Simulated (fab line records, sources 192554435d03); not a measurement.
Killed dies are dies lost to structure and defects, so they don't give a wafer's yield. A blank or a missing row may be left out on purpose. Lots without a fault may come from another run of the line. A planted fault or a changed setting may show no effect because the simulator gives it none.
fab line records | flow n5_finfet | part 1 of 2: steps 1 to 4 of 6
record lots=24 wafers=72 last_day=18
route steps=1938 shown BEOL_M11@1550 BEOL_M12@1614
lots that met no fault: from a run of the same line without faults
start_h: hours from the record's first day to the start of the lot's first wafer shown | wait_h: hours since the lot's step before | " the same as in the row above | L1.1+2: a row that stands for several wafers | - no value, or no start given | * or withheld: withheld | < > ~ a bound
route shown NAME@n: a module of which the file shows steps, and the number in the route of the first | usual: mean/standard deviation of fault-free wafers | same: alike in all rows | chamber/n: place in a boat | sites: the reading at each site | _std_site: their standard deviation | _edge_site: outer sites' mean less inner sites' | radius_mm: how far each site lies from the wafer's centre | mask NAME#n: copy n | behind: the tool/chamber that last shaped the wafer | hold: why the lot was held/for how many hours/how that ended | device: the transistor (n, p or np) that didn't switch | end of line: the same wafers' tests at the end of the route | a step without rows: its recipe alone | killed: dies lost to structure and defects at the first sort, not the wafer's yield | map: a wafer's dies, x killed, . not, _ none there
set.NAME: the setting as run; set.NAME@STEP: as run at that earlier step | model.NAME: the simulator's own value behind a step, which no gauge read
steps of the route over a sample of lots; a table a step, a row a wafer
services: from which hour (start_h, from the record's first day; less than 0 if before it) a tool's chamber was out of use, for how many hours, and why
## steps
# step N5_BEOL_M11_OVL_MEAS_12
# recipe points_per_wafer=44
# usual M11_OVL=-0.7/0.73
# columns lot.wafer tool chamber start_h wait_h M11_OVL[nm]
L074.3 overlay-02 0 221.51 0.0 -0.8
L074.4 " 0 " " -0.2
L074.5 " 0 " " -0.4
L075.1 overlay-02 0 240.82 0.0 -1.4
L075.3 " 0 " " -0.9
L075.6 " 0 " " -1.0
L076.1 overlay-02 0 241.03 0.0 -0.5
L076.3 " 0 " " 0.3
L076.4 " 0 " " -1.1
L079.1 overlay-01 0 253.63 0.0 -1.8
L079.4 " 0 " " -0.9
L079.6 " 0 " " -0.7
L077.1 overlay-02 0 257.20 0.0 0.4
L077.3 " 0 " " 0.7
L077.6 " 0 " " -0.9
L078.1 overlay-02 0 259.68 0.0 -0.7
L078.4 " 0 " " -0.4
L078.5 " 0 " " -0.3
L080.1 overlay-02 0 264.93 0.0 0.2
L080.3 " 0 " " -0.3
L080.5 " 0 " " -0.6
L081.1 overlay-02 0 274.42 0.0 -0.3
L081.2 " 0 " " -0.7
L081.5 " 0 " " -0.3
L082.1 overlay-01 0 282.90 0.0 -1.7
L082.5 " 0 " " -0.2
L082.6 " 0 " " -0.7
L083.4 overlay-01 0 290.59 0.0 -1.6
L083.5 " 0 " " -2.3
L083.6 " 0 " " -1.6
L084.2 overlay-01 0 301.22 0.0 -0.2
L084.4 " 0 " " -1.4
L084.5 " 0 " " -0.9
L086.1 overlay-01 0 303.71 0.0 0.1
L086.2 " 0 " " 0.2
L086.3 " 0 " " 0.7
L085.2 overlay-01 0 310.01 0.0 -1.5
L085.4 " 0 " " -0.7
L085.6 " 0 " " -1.2
L088.1 overlay-02 0 310.29 0.0 -1.0
L088.4 " 0 " " 0.2
L088.6 " 0 " " 0.3
L087.1 overlay-02 0 310.77 0.0 -1.5
L087.2 " 0 " " -0.7
L087.6 " 0 " " 0.0
L090.3 overlay-02 0 329.02 0.0 -0.2
L090.4 " 0 " " -1.1
L090.5 " 0 " " -0.3
L089.2 overlay-01 0 330.02 0.0 -2.2
L089.3 " 0 " " -0.6
L089.5 " 0 " " -1.6
L091.2 overlay-01 0 337.02 0.0 -0.4
L091.4 " 0 " " -1.7
L091.6 " 0 " " -0.2
L092.2 overlay-02 0 337.43 0.0 -0.9
L092.3 " 0 " " -1.1
L092.5 " 0 " " -1.5
L093.1 overlay-02 0 344.66 0.0 -2.6
L093.4 " 0 " " -1.6
L093.6 " 0 " " -1.5
L094.1 overlay-02 0 347.86 0.0 -1.2
L094.3 " 0 " " -1.0
L094.4 " 0 " " -1.7
L096.3 overlay-01 0 363.64 0.0 -0.4
L096.4 " 0 " " 0.3
L096.5 " 0 " " 0.1
L095.2 overlay-02 0 363.80 0.0 -1.2
L095.3 " 0 " " -0.9
L095.4 " 0 " " -0.4
L097.2 overlay-02 0 371.50 0.0 0.8
L097.3 " 0 " " 0.5
L097.4 " 0 " " 0.4
# step N5_BEOL_M11_DESCUM_16
# recipe chemistry=O2 time_s=7.9 source_power_w=50 bias_power_w=20 pressure_mtorr=20 rf_frequency_hz=2.712e+07 temp_c=40 resist=CAR-ArF o2_flow_sccm=225
# usual drypump_motor_current_A=5.8/0.62 oes_product_au=0.83/0.089 rf_fwd_power_W=49.41/0.21 rf_vpp_V=243.4/1.4 showerhead_plenum_p_Torr=2.11/0.077 throttle_valve_pct=20.37/0.16
# columns lot.wafer tool chamber start_h wait_h drypump_motor_current_A oes_product_au rf_fwd_power_W rf_hours_counter_h rf_vpp_V showerhead_plenum_p_Torr throttle_valve_pct
L074.3 rie_diel-03 1 222.95 1.4 6.1 0.73 49.24 155 245.3 2.19 20.59
L074.4 " 0 " " 5.1 0.73 49.19 179 241.4 2.00 20.30
L074.5 " 2 " " 5.5 0.73 49.59 - 243.5 2.07 20.52
L075.1 rie_diel-01 0 240.88 0.0 5.9 0.89 49.32 41 243.6 2.22 20.20
L075.3 " 2 " " 6.5 0.94 49.48 10 243.6 2.06 20.47
L075.6 " 1 " " 4.7 0.91 49.35 - 243.8 2.13 20.34
L076.1 rie_diel-01 0 241.42 0.4 5.8 0.90 49.92 41 244.9 2.22 20.19
L076.3 " 1 " " 4.7 0.92 49.65 16 244.8 2.13 20.34
L076.4 " 2 " " 6.6 0.94 49.45 10 241.6 2.06 20.48
L079.1 rie_diel-01 2 253.69 0.0 6.6 0.92 49.69 14 243.0 2.06 20.49
L079.4 " 3 " " 6.2 0.76 49.55 130 242.3 2.01 20.23
L079.6 " 3 " " 6.2 0.76 49.49 - 240.7 2.01 20.24
L077.1 rie_diel-04 0 257.30 0.1 5.3 0.75 49.67 184 243.5 2.16 20.59
L077.3 " 1 " " 5.4 0.90 49.43 31 244.5 2.12 20.30
L077.6 " 0 " " 5.4 0.75 49.63 - 243.7 2.16 20.58
L078.1 rie_diel-01 3 259.74 0.0 6.2 0.76 49.24 133 242.0 2.01 20.26
L078.4 " 1 " " 4.7 0.92 49.49 22 244.0 2.13 20.36
L078.5 " 0 " " 5.8 0.90 49.35 - 243.5 2.22 20.19
L080.1 rie_diel-03 3 264.99 0.0 6.4 0.87 49.45 39 244.1 2.23 20.14
L080.3 " 1 " " 6.1 0.72 49.37 169 242.1 2.18 20.60
L080.5 " 1 " " 6.1 0.71 49.54 - 245.8 2.18 20.61
L081.1 rie_diel-04 0 274.48 0.0 5.4 0.75 49.57 189 243.8 2.16 20.58
L081.2 " 2 " " 6.1 0.99 49.42 3 243.4 2.06 20.27
L081.5 " 2 " " 6.1 1.00 49.15 - 242.2 2.06 20.26
L082.1 rie_diel-03 2 282.96 0.0 5.5 0.71 49.49 220 242.1 2.06 20.54
L082.5 " 2 " " 5.5 0.70 49.42 - 242.6 2.06 20.57
L082.6 " 1 " " 6.1 0.71 49.71 - 244.9 2.18 20.61
L083.4 rie_diel-01 2 290.76 0.1 6.6 0.89 49.20 - 243.5 2.05 20.49
L083.5 " 1 " " 4.7 0.89 49.34 - 244.2 2.13 20.38
L083.6 " 0 " " 5.9 0.86 49.80 - 244.6 2.21 20.21
L084.2 rie_diel-01 3 301.28 0.0 6.2 0.75 49.19 142 241.9 2.00 20.26
L084.4 " 2 " " 6.5 0.89 49.33 28 241.4 2.05 20.49
L084.5 " 3 " " 6.2 0.75 49.35 - 243.1 2.00 20.24
L086.1 rie_diel-04 0 303.76 0.0 5.4 0.74 49.73 199 243.4 2.16 20.60
L086.2 " 2 " " 6.1 0.95 49.11 13 241.6 2.06 20.29
L086.3 " 1 " " 5.4 0.87 49.21 46 244.8 2.12 20.33
L085.2 rie_diel-04 2 310.07 0.0 6.1 0.95 49.18 15 243.2 2.06 20.27
L085.4 " 0 " " 5.3 0.74 49.38 - 244.6 2.16 20.61
L085.6 " 2 " " 6.1 0.94 49.38 - 242.3 2.06 20.28
L088.1 rie_diel-01 1 310.45 0.1 4.7 0.88 49.13 38 243.5 2.12 20.39
L088.4 " 3 " " 6.2 0.75 49.55 145 242.0 2.00 20.24
L088.6 " 3 " " 6.2 0.75 49.71 - 242.1 2.00 20.26
L087.1 rie_diel-01 3 310.99 0.2 6.2 0.75 49.80 145 241.9 2.00 20.25
L087.2 " 0 " " 5.8 0.86 49.54 63 244.5 2.21 20.22
L087.6 " 0 " " 5.8 0.87 49.61 - 243.8 2.21 20.25
L090.3 rie_diel-04 0 329.12 0.1 5.4 0.73 49.64 209 244.9 2.15 20.62
L090.4 " 3 " " 6.8 0.97 49.00 2 244.7 2.23 19.94
L090.5 " 0 " " 5.4 0.73 49.79 - 244.6 2.15 20.64
L089.2 rie_diel-04 3 330.14 0.1 6.8 0.97 49.34 3 246.3 2.23 19.94
L089.3 " 1 " " 5.4 0.86 49.37 57 245.3 2.12 20.33
L089.5 " 3 " " 6.7 0.96 49.03 - 245.2 2.23 19.94
L091.2 rie_diel-01 2 337.08 0.0 6.6 0.87 49.67 39 243.1 2.05 20.53
L091.4 " 3 " " 6.2 0.75 49.36 152 241.0 2.00 20.28
L091.6 " 3 " " 6.2 0.74 49.41 - 241.4 2.00 20.27
L092.2 rie_diel-04 1 337.49 0.0 5.4 0.86 49.34 58 243.5 2.12 20.37
L092.3 " 2 " " 6.1 0.91 49.07 26 242.5 2.05 20.30
L092.5 " 2 " " 6.1 0.92 49.49 - 243.4 2.05 20.29
L093.1 rie_diel-04 3 344.72 0.0 6.8 0.95 49.03 8 245.6 2.23 19.95
L093.4 " 2 " " 6.1 0.91 49.41 28 242.8 2.05 20.29
L093.6 " 0 " " 5.4 0.72 49.66 - 244.4 2.15 20.63
L094.1 rie_diel-01 0 347.91 0.0 5.9 0.86 49.68 73 244.8 2.21 20.23
L094.3 " 3 " " 6.2 0.75 49.60 156 241.5 2.00 20.28
L094.4 " 2 " " 6.6 0.87 49.47 42 242.2 2.05 20.53
L096.3 rie_diel-03 3 363.77 0.1 6.5 0.82 49.48 73 245.3 2.22 20.20
L096.4 " 2 " " 5.5 0.69 49.60 247 242.6 2.05 20.61
L096.5 " 3 " " 6.4 0.82 49.22 - 246.4 2.22 20.21
L095.2 rie_diel-03 3 364.31 0.5 6.4 0.82 49.39 73 244.2 2.22 20.21
L095.3 " 1 " " 6.1 0.68 49.53 202 245.6 2.17 20.65
L095.4 " 0 " " 5.1 0.69 49.31 218 240.6 1.99 20.34
L097.2 rie_diel-01 2 372.00 0.5 6.6 0.86 49.63 50 241.2 2.05 20.55
L097.3 " 1 " " 4.7 0.85 49.16 56 243.5 2.12 20.40
L097.4 " 0 " " 5.9 0.85 49.62 81 245.2 2.20 20.24
# step N5_BEOL_M11_HM_OPEN_17
# recipe chemistry=Cl2/BCl3 target_depth_a=200 overetch_a=60 target=TiN mask_material=SOC ion_energy_ev=150 pressure_mtorr=10 icp_w=1000 bias_w=126 Cl2_flow_sccm=53.25 bcl3_flow_sccm=21.75 Ar_flow_sccm=25
# usual drypump_motor_current_A=5.68/0.27 mfc_ar_sccm=25.02/0.073 oes_product_au=0.68/0.076 rf_fwd_power_W=992/3.9 throttle_valve_pct=22.12/0.12
# columns lot.wafer tool chamber start_h wait_h drypump_motor_current_A mfc_ar_sccm oes_product_au rf_fwd_power_W rf_hours_counter_h throttle_valve_pct
L074.3 rie_metal-01 0 223.25 0.1 5.71 25.02 0.80 997 - 22.00
L074.4 " 1 " " 6.36 25.08 0.64 984 - 22.04
L074.5 " 1 " " 6.36 25.04 0.64 980 - 22.03
L075.1 rie_metal-03 0 241.15 0.0 5.98 25.04 0.58 988 83 21.94
L075.3 " 0 " " 6.00 25.04 0.59 995 - 21.94
L075.6 " 0 " " 5.98 25.24 0.59 990 - 21.95
L076.1 rie_metal-02 1 241.69 0.0 5.47 24.92 0.62 994 56 22.11
L076.3 " 1 " " 5.44 24.95 0.62 995 - 22.13
L076.4 " 0 " " 5.38 25.08 0.74 994 - 22.27
L079.1 rie_metal-03 1 253.96 0.0 5.81 25.00 0.84 991 0 22.24
L079.4 " 1 " " 5.82 25.04 0.84 988 - 22.25
L079.6 " 0 " " 5.99 24.99 0.59 996 - 21.94
L077.1 rie_metal-01 0 257.57 0.0 5.72 25.04 0.78 996 11 22.01
L077.3 " 1 " " 6.31 25.06 0.62 989 - 22.06
L077.6 " 1 " " 6.29 25.05 0.63 985 - 22.06
L078.1 rie_metal-01 1 260.01 0.0 6.34 25.07 0.63 985 55 22.05
L078.4 " 1 " " 6.33 25.02 0.63 986 - 22.05
L078.5 " 0 " " 5.72 24.96 0.78 997 - 22.01
L080.1 rie_metal-03 1 265.26 0.0 5.81 24.93 0.82 983 1 22.23
L080.3 " 0 " " 6.02 25.19 0.59 995 - 21.93
L080.5 " 1 " " 5.80 25.02 0.81 989 - 22.23
L081.1 rie_metal-02 0 274.75 0.0 5.38 25.10 0.73 986 23 22.28
L081.2 " 1 " " 5.50 25.01 0.61 991 59 22.11
L081.5 " 0 " " 5.38 24.99 0.73 985 - 22.27
L082.1 rie_metal-02 0 283.23 0.0 5.37 25.10 0.72 992 24 22.28
L082.5 " 0 " " 5.40 24.98 0.73 989 - 22.28
L082.6 " 1 " " 5.53 25.01 0.62 994 - 22.11
L083.4 rie_metal-02 1 291.06 0.1 5.52 24.84 0.61 992 - 22.12
L083.5 " 1 " " 5.50 24.81 0.61 993 - 22.12
L083.6 " 0 " " 5.37 25.01 0.72 996 - 22.28
L084.2 rie_metal-03 1 301.55 0.0 5.78 25.05 0.76 988 5 22.25
L084.4 " 0 " " 6.00 25.05 0.58 991 - 21.96
L084.5 " 1 " " 5.82 25.04 0.77 987 - 22.26
L086.1 rie_metal-01 0 304.04 0.0 5.74 25.05 0.76 989 15 22.03
L086.2 " 0 " " 5.74 24.96 0.76 991 - 22.03
L086.3 " 0 " " 5.74 25.09 0.76 995 - 22.03
L085.2 rie_metal-01 0 310.37 0.1 5.71 24.94 0.75 994 - 22.02
L085.4 " 0 " " 5.73 24.92 0.75 995 - 22.02
L085.6 " 0 " " 5.73 24.97 0.75 995 - 22.03
L088.1 rie_metal-02 0 310.73 0.0 5.40 25.01 0.71 991 26 22.29
L088.4 " 0 " " 5.35 25.04 0.72 994 - 22.28
L088.6 " 1 " " 5.47 25.05 0.60 994 - 22.14
L087.1 rie_metal-02 0 311.27 0.0 5.36 25.03 0.72 993 26 22.27
L087.2 " 1 " " 5.55 24.90 0.61 999 62 22.12
L087.6 " 0 " " 5.36 25.03 0.71 987 - 22.28
L090.3 rie_metal-02 0 329.42 0.1 5.41 25.01 0.70 995 - 22.28
L090.4 " 1 " " 5.47 25.07 0.59 990 - 22.16
L090.5 " 0 " " 5.39 24.96 0.70 988 - 22.30
L089.2 rie_metal-03 1 330.41 0.0 5.82 24.97 0.77 988 7 22.28
L089.3 " 1 " " 5.80 25.04 0.77 990 - 22.24
L089.5 " 1 " " 5.83 25.05 0.76 986 - 22.25
L091.2 rie_metal-01 0 337.38 0.1 5.72 24.94 0.73 993 - 22.04
L091.4 " 0 " " 5.74 24.90 0.73 993 - 22.07
L091.6 " 0 " " 5.70 24.98 0.73 996 - 22.02
L092.2 rie_metal-01 0 337.79 0.1 5.73 25.06 0.73 994 - 22.04
L092.3 " 0 " " 5.73 24.95 0.74 992 - 22.05
L092.5 " 0 " " 5.73 25.08 0.73 997 - 22.04
L093.1 rie_metal-02 0 344.99 0.0 5.37 25.18 0.70 988 29 22.31
L093.4 " 1 " " 5.53 25.06 0.59 993 - 22.13
L093.6 " 0 " " 5.39 25.13 0.70 991 - 22.30
L094.1 rie_metal-02 1 348.19 0.0 5.50 24.97 0.60 990 65 22.15
L094.3 " 0 " " 5.39 25.08 0.71 990 - 22.28
L094.4 " 1 " " 5.47 24.96 0.60 993 - 22.13
L096.3 rie_metal-02 0 364.07 0.1 5.39 24.99 0.70 991 - 22.30
L096.4 " 1 " " 5.50 24.89 0.59 993 - 22.14
L096.5 " 1 " " 5.48 24.96 0.60 993 - 22.13
L095.2 rie_metal-03 0 364.58 0.0 5.99 25.17 0.57 997 94 21.97
L095.3 " 0 " " 5.99 24.94 0.58 993 - 21.98
L095.4 " 1 " " 5.80 24.96 0.75 983 - 22.28
L097.2 rie_metal-02 0 372.27 0.0 5.38 24.99 0.70 984 31 22.29
L097.3 " 0 " " 5.38 24.97 0.71 990 - 22.28
L097.4 " 1 " " 5.50 25.06 0.60 991 - 22.13
# step N5_BEOL_M11_CURE_72
# recipe temp_c=370 time_s=120 ambient=DMADMS/He material=SiCOH_lowk
# usual lamp_power_pct=52.31/0.05 wafer_temp_C_max=371.4/0.51
# columns lot.wafer tool chamber start_h wait_h lamp_power_pct wafer_temp_C_max
L074.3 uv_cure-03 0 225.67 0.1 52.32 370.7
L074.4 " 0 " " 52.34 372.0
L074.5 " 0 " " 52.30 371.5
L076.1 uv_cure-01 2 243.43 0.0 52.25 371.2
L076.3 " 2 " " 52.25 371.2
L076.4 " 2 " " 52.34 372.1
L075.1 uv_cure-02 1 243.76 0.0 52.28 370.9
L075.3 " 1 " " 52.22 371.4
L075.6 " 1 " " 52.28 371.4
L079.1 uv_cure-03 2 255.66 0.1 52.30 370.7
L079.4 " 2 " " 52.32 371.2
L079.6 " 2 " " 52.33 370.9
L077.1 uv_cure-03 2 260.72 0.0 52.36 371.1
L077.3 " 2 " " 52.35 371.0
L077.6 " 2 " " 52.36 371.2
L078.1 uv_cure-03 1 261.40 0.0 52.38 372.1
L078.4 " 1 " " 52.36 371.3
L078.5 " 1 " " 52.34 371.3
L080.1 uv_cure-02 1 268.45 0.0 52.36 370.6
L080.3 " 1 " " 52.35 371.4
L080.5 " 1 " " 52.24 371.0
L081.1 uv_cure-01 2 278.53 0.0 52.27 370.6
L081.2 " 2 " " 52.40 370.8
L081.5 " 2 " " 52.30 371.0
L082.1 uv_cure-02 0 285.91 0.0 52.27 371.2
L082.5 " 0 " " 52.29 370.9
L082.6 " 0 " " 52.32 370.8
L083.4 uv_cure-01 2 292.50 0.2 52.28 371.7
L083.5 " 2 " " 52.31 371.1
L083.6 " 2 " " 52.35 371.9
L084.2 uv_cure-02 2 303.39 0.1 52.25 370.8
L084.4 " 2 " " 52.32 371.3
L084.5 " 2 " " 52.35 371.0
L086.1 uv_cure-03 0 305.89 0.0 52.44 371.7
L086.2 " 0 " " 52.37 371.3
L086.3 " 0 " " 52.38 371.6
L085.2 uv_cure-01 2 313.05 0.1 52.28 371.7
L085.4 " 2 " " 52.34 371.2
L085.6 " 2 " " 52.31 371.3
L088.1 uv_cure-01 0 313.30 0.0 52.39 373.3
L088.4 " 0 " " 52.33 372.6
L088.6 " 0 " " 52.31 372.8
L087.1 uv_cure-02 0 313.60 0.2 52.36 370.9
L087.2 " 0 " " 52.31 371.4
L087.6 " 0 " " 52.36 371.2
L090.3 uv_cure-03 2 331.05 0.1 52.32 370.9
L090.4 " 2 " " 52.40 371.4
L090.5 " 2 " " 52.34 371.3
L089.2 uv_cure-03 0 331.76 0.1 52.31 371.6
L089.3 " 0 " " 52.30 371.4
L089.5 " 0 " " 52.31 371.3
L091.2 uv_cure-02 1 340.49 0.1 52.29 371.2
L091.4 " 1 " " 52.28 371.4
L091.6 " 1 " " 52.35 371.7
L092.2 uv_cure-02 2 341.09 0.3 52.34 371.4
L092.3 " 2 " " 52.32 371.4
L092.5 " 2 " " 52.25 371.2
L093.1 uv_cure-01 0 347.55 0.0 52.34 372.5
L093.4 " 0 " " 52.31 372.7
L093.6 " 0 " " 52.31 372.7
L094.1 uv_cure-02 0 350.71 0.2 52.30 370.7
L094.3 " 0 " " 52.28 370.8
L094.4 " 0 " " 52.31 370.5
L096.3 uv_cure-03 1 367.41 0.1 52.27 370.9
L096.4 " 1 " " 52.26 371.7
L096.5 " 1 " " 52.31 371.4
L095.2 uv_cure-01 1 368.19 0.1 52.27 371.0
L095.3 " 1 " " 52.27 370.7
L095.4 " 1 " " 52.32 370.8
L097.2 uv_cure-02 1 375.39 0.1 52.31 371.9
L097.3 " 1 " " 52.25 371.6
L097.4 " 1 " " 52.34 371.7
